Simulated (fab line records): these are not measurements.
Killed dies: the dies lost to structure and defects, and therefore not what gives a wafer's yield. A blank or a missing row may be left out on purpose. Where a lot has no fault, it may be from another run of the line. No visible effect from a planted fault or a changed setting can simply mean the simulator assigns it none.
fab line records	flow nandHarc
[record] lots = 13	wafers = 39	lastDay = 34
route steps=1302 shown A_DECK1_JOINT@530 A_ONON_D2@558 A_CHANNEL_HOLE_D2@571 END@1302
lots untouched by any fault: they come from a run of this same line in which no faults occurred
startH: hours from the record's opening day to when the first of the lot's shown wafers began	waitH: hours since the lot's step before	" repeats the value in the row above	L1.1+2: a single row standing in for several wafers	- no value, or no start was given	* or withheld: withheld	< > ~ a bound
route shown NAME@n: NAME is a module with steps in the file, n the number in the route of the first one	usual: mean/standard deviation of fault-free wafers	same: alike in all rows	chamber/n: place in a boat	sites: readings site by site	_std_site: their standard deviation	_edge_site: mean of outer sites minus mean of inner sites	radiusMm: how far each site lies from the wafer's centre	mask NAME#n: copy n	behind: the last tool/chamber to shape the wafer	hold: why the lot was held/for how many hours/how that ended	device: names the non-switching transistor (n, p or np)	end of line: the same wafers' tests at the end of the route	step lacking rows: just its recipe	killed: dies lost to structure and defects at the first sort, not the wafer's yield	map: a wafer's dies, x killed, . not, _ none there
set.NAME: the setting the step ran with; set.NAME@STEP: the setting that earlier step ran with	model.NAME: the simulator's own value behind a step, which no gauge read
one table for each step of the route and one row for each wafer, over a sample of lots
services: the hour from which a tool's chamber was out of use, counted from the record's first day as startH (under 0 if before that day), plus the number of hours and why
[[steps]]
[step NHARC_A_DECK1_JOINT_ETCHBACK_00]
[recipe] targetDepthA = 300	timeS = 17.4	hbrFlowSccm = 150	rfW = 350	icpW = 350	biasW = 60	chemistry = HBr
[usual] drypumpMotorCurrentA = 5.7/0.37	oesProductAu = 0.997/0.016	throttleValvePct = 23.265/0.0089
lot.wafer	tool	chamber	startH	waitH	drypumpMotorCurrentA	oesProductAu	rfHoursCounterH	throttleValvePct
L367.2	rieSi-01	3	244.72	0.1	6.0	0.996	0.3	23.263
L367.1	"	1	"	"	5.5	1.017	0.4	23.256
L367.6	"	3	"	"	6.1	1.006	-	23.267
L368.1	rieSi-01	0	263.23	0.1	5.5	0.994	0.4	23.250
L368.2	"	3	"	"	6.1	0.996	0.4	23.252
L368.6	"	0	"	"	5.6	0.985	-	23.266
L369.3	rieSi-06	1	263.28	0.1	5.9	0.996	0.1	23.272
L369.4	"	3	"	"	5.1	0.974	0.0	23.262
L369.5	"	2	"	"	5.8	0.997	-	23.266
L370.1	rieSi-06	2	279.12	0.1	5.8	0.990	0.1	23.260
L370.2	"	3	"	"	5.1	0.978	0.1	23.251
L370.4	"	0	"	"	5.5	1.012	0.1	23.272
L371.2	rieSi-06	1	282.59	0.1	5.9	0.998	0.1	23.263
L371.6	"	3	"	"	5.1	0.980	-	23.261
L371.5	"	0	"	"	5.5	1.007	-	23.279
L376.1	rieSi-01	2	335.55	0.1	5.0	0.997	0.9	23.263
L376.3	"	3	"	"	6.1	0.990	0.7	23.257
L376.5	"	1	"	"	5.5	1.025	-	23.264
L379.4	rieSi-04	2	362.46	0.1	6.0	1.011	0.1	23.273
L379.2	"	1	"	"	6.3	0.991	0.1	23.256
L379.5	"	2	"	"	6.0	1.011	-	23.269
L380.2	rieSi-04	1	384.82	0.1	6.3	0.976	0.3	23.271
L380.1	"	3	"	"	5.6	0.987	0.2	23.265
L380.5	"	0	"	"	6.0	1.011	-	23.260
L381.3	rieSi-06	0	393.94	0.1	5.5	1.020	0.9	23.262
L381.1	"	1	"	"	5.9	0.979	0.9	23.265
L381.4	"	3	"	"	5.1	0.985	0.8	23.272
L383.3	rieSi-04	2	414.02	0.1	6.0	1.007	0.5	23.272
L383.1	"	1	"	"	6.3	0.972	0.5	23.276
L383.5	"	3	"	"	5.6	0.993	-	23.266
L384.4	rieSi-06	1	418.29	0.1	5.9	0.987	1.0	23.276
L384.6	"	3	"	"	5.2	0.984	-	23.265
L384.5	"	0	"	"	5.5	1.012	-	23.259
L389.1	rieSi-01	2	469.16	0.1	5.0	0.983	0.5	23.252
L389.4	"	1	"	"	5.4	1.015	0.5	23.249
L389.6	"	2	"	"	5.0	0.992	-	23.266
L388.1	rieSi-06	1	469.17	0.1	5.9	1.016	0.1	23.274
L388.4	"	2	"	"	5.8	1.010	0.1	23.259
L388.6	"	0	"	"	5.5	0.993	-	23.265
[step NHARC_A_ONON_D2_DEP_19]
[recipe] targetThkA = 10000	n2FlowSccm = 2750	n2oFlowSccm = 2000	nh3FlowSccm = 500	sih4FlowSccm = 210	tempC = 400
[usual] n2FlowSccm = 2750/7.8	n2oFlowSccm = 2000/5.7
lot.wafer	tool	chamber	startH	waitH	n2FlowSccm	n2oFlowSccm
L367.1	pecvdOnon-03	0	280.25	0.1	2741	1997
L367.2	"	0	"	"	2744	1998
L367.6	"	0	"	"	2749	2005
L368.1	pecvdOnon-02	0	298.99	0.1	2739	2001
L368.2	"	0	"	"	2742	1999
L368.6	"	0	"	"	2734	2000
L369.3	pecvdOnon-04	0	299.10	0.2	2759	2005
L369.4	"	0	"	"	2758	1998
L369.5	"	0	"	"	2759	1999
L370.1	pecvdOnon-02	-	313.86	0.1	-	-
L370.2	"	-	"	"	-	-
L370.4	"	-	"	"	-	-
L371.2	pecvdOnon-03	-	313.92	0.1	-	-
L371.5	"	-	"	"	-	-
L371.6	"	-	"	"	-	-
L376.1	pecvdOnon-03	0	370.14	0.1	2748	2008
L376.3	"	0	"	"	2749	2001
L376.5	"	0	"	"	2747	2001
L379.2	pecvdOnon-02	0	395.18	0.1	2752	1991
L379.4	"	0	"	"	2755	1999
L379.5	"	0	"	"	2752	1993
L380.1	pecvdOnon-04	0	423.75	0.1	2756	2007
L380.2	"	0	"	"	2760	1994
L380.5	"	0	"	"	2758	2003
L381.1	pecvdOnon-02	0	431.75	0.1	2751	2004
L381.3	"	0	"	"	2744	2007
L381.4	"	0	"	"	2744	1999
L383.1	pecvdOnon-03	0	448.37	0.1	2753	1997
L383.3	"	0	"	"	2745	1999
L383.5	"	0	"	"	2748	1997
L384.4	pecvdOnon-03	0	454.11	0.2	2750	2004
L384.5	"	0	"	"	2749	1993
L384.6	"	0	"	"	2760	2002
L389.1	pecvdOnon-03	0	507.93	0.1	2738	2005
L389.4	"	0	"	"	2751	2011
L389.6	"	0	"	"	2751	2003
L388.1	pecvdOnon-02	0	507.93	0.1	2754	1991
L388.4	"	0	"	"	2752	1999
L388.6	"	0	"	"	2743	1988
[step NHARC_A_ONON_D2_INSPECT_32]
[usual] rawDefectCount = 386/150
lot.wafer	tool	chamber	startH	waitH	rawDefectCount
L367.1	defectInspect-01	-	283.00	0.0	431
L367.2	"	-	"	"	301
L367.6	"	-	"	"	332
L369.3	defectInspect-01	-	301.74	0.0	244
L369.4	"	-	"	"	206
L369.5	"	-	"	"	351
L368.1	defectInspect-02	-	301.75	0.0	284
L368.2	"	-	"	"	390
L368.6	"	-	"	"	355
L370.1	defectInspect-01	-	316.60	0.0	270
L370.2	"	-	"	"	368
L370.4	"	-	"	"	282
L371.2	defectInspect-02	-	316.61	0.0	280
L371.5	"	-	"	"	244
L371.6	"	-	"	"	357
L376.1	defectInspect-01	-	372.89	0.0	291
L376.3	"	-	"	"	366
L376.5	"	-	"	"	258
L379.2	defectInspect-01	-	397.89	0.0	332
L379.4	"	-	"	"	385
L379.5	"	-	"	"	231
L380.1	defectInspect-02	-	426.55	0.0	789
L380.2	"	-	"	"	316
L380.5	"	-	"	"	346
L381.1	defectInspect-02	-	434.67	0.1	382
L381.3	"	-	"	"	358
L381.4	"	-	"	"	294
L383.1	defectInspect-01	-	451.11	0.0	237
L383.3	"	-	"	"	287
L383.5	"	-	"	"	507
L384.4	defectInspect-02	-	456.77	0.0	259
L384.5	"	-	"	"	164
L384.6	"	-	"	"	243
L389.1	defectInspect-02	-	510.67	0.0	231
L389.4	"	-	"	"	165
L389.6	"	-	"	"	209
L388.1	defectInspect-02	-	510.68	0.0	367
L388.4	"	-	"	"	484
L388.6	"	-	"	"	428
[step NHARC_A_CHANNEL_HOLE_D2_DEP_01]
[recipe] targetThkA = 1400	targetThkNm = 140	tempC = 400	pressureTorr = 3.5	flowSccm = 200	rfW = 350	material = SiON
[usual] chamberPressureTorr = 3.500/0.0077	heaterPowerOuterW = 418/61	heaterPowerW = 699/88
lot.wafer	tool	chamber	startH	waitH	chamberPressureTorr	heaterPowerOuterW	heaterPowerW
L367.2	pecvd-02	1	284.98	1.3	3.502	425	719
L367.1	"	2	"	"	3.511	379	680
L367.6	"	2	"	"	3.515	401	704
L369.3	pecvd-03	2	303.76	1.0	3.494	365	571
L369.5	"	1	"	"	3.493	334	603
L369.4	"	0	"	"	3.499	489	758
L368.2	pecvd-04	1	304.59	1.3	3.498	460	779
L368.1	"	2	"	"	3.501	451	732
L368.6	"	2	"	"	3.498	449	753
L376.3	pecvd-04	0	376.48	1.0	3.490	513	826
L376.1	"	1	"	"	3.519	461	785
L376.5	"	2	"	"	3.501	422	733
L379.2	pecvd-04	0	401.07	1.3	3.496	481	789
L379.5	"	0	"	"	3.495	509	786
L379.4	"	1	"	"	3.508	451	782
L380.1	pecvd-03	2	430.15	1.6	3.499	338	544
L380.2	"	0	"	"	3.510	508	818
L380.5	"	0	"	"	3.488	508	776
L381.1	pecvd-04	0	436.70	1.6	3.513	475	748
L381.3	"	1	"	"	3.500	437	771
L381.4	"	0	"	"	3.492	476	791
L383.1	pecvd-03	2	456.40	1.7	3.507	361	593
L383.3	"	0	"	"	3.497	486	762
L383.5	"	2	"	"	3.494	381	600
L384.4	pecvd-03	0	459.78	0.7	3.497	449	735
L384.6	"	1	"	"	3.505	343	618
L384.5	"	2	"	"	3.498	362	589
L389.1	pecvd-04	0	512.65	1.6	3.503	500	803
L389.6	"	0	"	"	3.523	497	805
L389.4	"	1	"	"	3.500	414	738
L388.1	pecvd-02	1	512.66	1.6	3.491	364	622
L388.4	"	2	"	"	3.505	433	745
L388.6	"	0	"	"	3.498	409	779
[step NHARC_END_SORT_01]
[recipe] tempC = 25
[usual] killedAtArray = 63/27	killedAtOther = 0.7/1.2	killedAtPeriphery = 3.1/2	killedDies = 67/28	killedOpen = 3.0/1.9	killedShort = 2.2/1.5
[same] grossDies = 677
lot.wafer	tool	chamber	startH	waitH	killedAtArray	killedAtOther	killedAtPeriphery	killedDies	killedOpen	killedShort
L370.1	prober-02	0	589.78	2.5	673	0	4	677	3	1
L370.2	prober-02	0	590.58	2.8	674	0	3	677	2	2
L370.4	prober-02	0	592.18	3.4	673	0	4	677	10	2
L371.2	prober-01	0	590.55	2.8	674	0	3	677	3	4
L371.5	prober-01	0	592.93	3.7	676	0	1	677	1	3
L371.6	prober-01	0	593.72	4.0	677	0	0	677	0	1
// killed by level:class
L370.1 A_ONON_D2:areaDep=589 A_CHANNEL_HOLE_D1:chamberFilmFlake=30 A_SLIT:chamberFilmFlake=30 A_CHANNEL_HOLE_D2:chamberFilmFlake=12 A_CONTACT:chamberFilmFlake=6 P_STI:chamberFilmFlake=2 A_STAIRCASE:chamberFilmFlake=2 P_M0:geometricParticle:open=1
L371.2 A_ONON_D2:areaDep=566 A_CHANNEL_HOLE_D1:chamberFilmFlake=37 A_CHANNEL_HOLE_D2:chamberFilmFlake=32 A_SLIT:chamberFilmFlake=25 A_CONTACT:chamberFilmFlake=3 A_ZERO_WELL:chamberFilmFlake=2 P_M0:geometricParticle:short=1 P_M2:geometricParticle:open=1
L370.2 A_ONON_D2:areaDep=600 A_SLIT:chamberFilmFlake=30 A_CHANNEL_HOLE_D1:chamberFilmFlake=27 A_CHANNEL_HOLE_D2:chamberFilmFlake=9 A_CONTACT:chamberFilmFlake=3 P_M2:chamberFilmFlake=2 P_CONTACT:geometricParticle:open=1 A_ONON_D1:geometricParticle:short=1
L370.4 A_ONON_D2:areaDep=582 A_CHANNEL_HOLE_D1:chamberFilmFlake=37 A_SLIT:chamberFilmFlake=30 A_CHANNEL_HOLE_D2:chamberFilmFlake=6 A_DECK1_JOINT:geometricParticle:open=3 A_CONTACT:chamberFilmFlake=3 P_M0:geometricParticle:open=1 A_CHANNEL_HOLE_D1:geometricParticle:open=1
L371.5 A_ONON_D2:areaDep=573 A_CHANNEL_HOLE_D2:chamberFilmFlake=43 A_CHANNEL_HOLE_D1:chamberFilmFlake=27 A_SLIT:chamberFilmFlake=23 A_CONTACT:chamberFilmFlake=4 A_STAIRCASE:chamberFilmFlake=2 P_M0:geometricParticle:short=1 A_ONON_D1:geometricParticle:short=1
L371.6 A_ONON_D2:areaDep=576 A_CHANNEL_HOLE_D1:chamberFilmFlake=33 A_CHANNEL_HOLE_D2:chamberFilmFlake=31 A_SLIT:chamberFilmFlake=31 A_ZERO_WELL:chamberFilmFlake=2 A_ONON_D2:geometricParticle:short=1 A_DECK1_JOINT:chamberFilmFlake=1 A_CHANNEL_FILL_D2:chamberFilmFlake=1
[[services]]
tool	chamber	startH	hours	kind
pecvdOnon-03	-	227.00	13.0	pm
rieSi-04	2	235.42	3.1	repair
pecvd-03	-	247.44	0.7	repair
rieSi-06	-	249.00	9.0	pm
pecvd-04	1	267.86	4.9	repair
pecvd-04	-	269.00	13.0	pm
rieSi-01	3	275.33	7.9	repair
rieSi-06	-	283.78	0.6	repair
rieSi-01	1	299.88	1.5	repair
rieSi-01	-	364.01	1.4	repair
pecvdOnon-02	-	366.00	13.0	pm
pecvd-03	-	366.47	13.0	pm
rieSi-01	-	370.00	9.0	pm
pecvd-04	-	379.39	1.1	repair
pecvd-04	1	389.91	7.0	repair
rieSi-01	2	391.46	7.4	repair
pecvdOnon-03	-	408.00	13.0	pm
rieSi-06	-	426.00	9.0	pm
pecvd-04	2	430.51	9.2	repair
pecvd-03	1	442.98	3.5	repair
pecvd-04	-	450.33	13.0	pm
rieSi-06	1	463.69	3.9	repair
rieSi-01	1	484.66	1.3	repair
rieSi-01	1	509.55	5.9	repair
[[key]]
[firstSign] step = NHARC_A_ONON_D2_DEP_19	reading = toolRecord	direction = missing
[effect] step = NHARC_END_SORT_01	reading = killedAtArray	direction = up	sigmas = 22	usual = 63	struck = 674
[moreKillsBornAt] NHARC_A_ONON_D2_DEP_19@pecvdOnon-02 = 1771	NHARC_A_ONON_D2_DEP_19@pecvdOnon-03 = 1715
metAt NHARC_A_ONON_D2_DEP_19
struckLots L370,L371
laterRowsLeftOut L370.1,L370.2,L370.4,L371.2,L371.5,L371.6
testerLeftOut L370,L371
notActingAt NHARC_A_DECK1_JOINT_ETCHBACK_00,NHARC_A_ONON_D2_INSPECT_32,NHARC_A_CHANNEL_HOLE_D2_DEP_01
onsetBetween 298.99 313.86
[fault] kind = skippedStepWhole	tool = pecvdOnon-02,pecvdOnon-03	chamber = -	onsetH = 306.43	steps = NHARC_A_ONON_D2_DEP_19	scope = struckLotsOnly
// testerLeftOut: of these lots the tester's yield and bins aren't shown, on N5 and GAA mostly nor the transistor test; their killed dies are dies lost to structure and defects alone, not to doping, threshold or leakage, so they don't give the yield
// laterRowsLeftOut: the simulator's readings of these wafers behind a module that went badly wrong aren't trusted and aren't shown, but for the sort
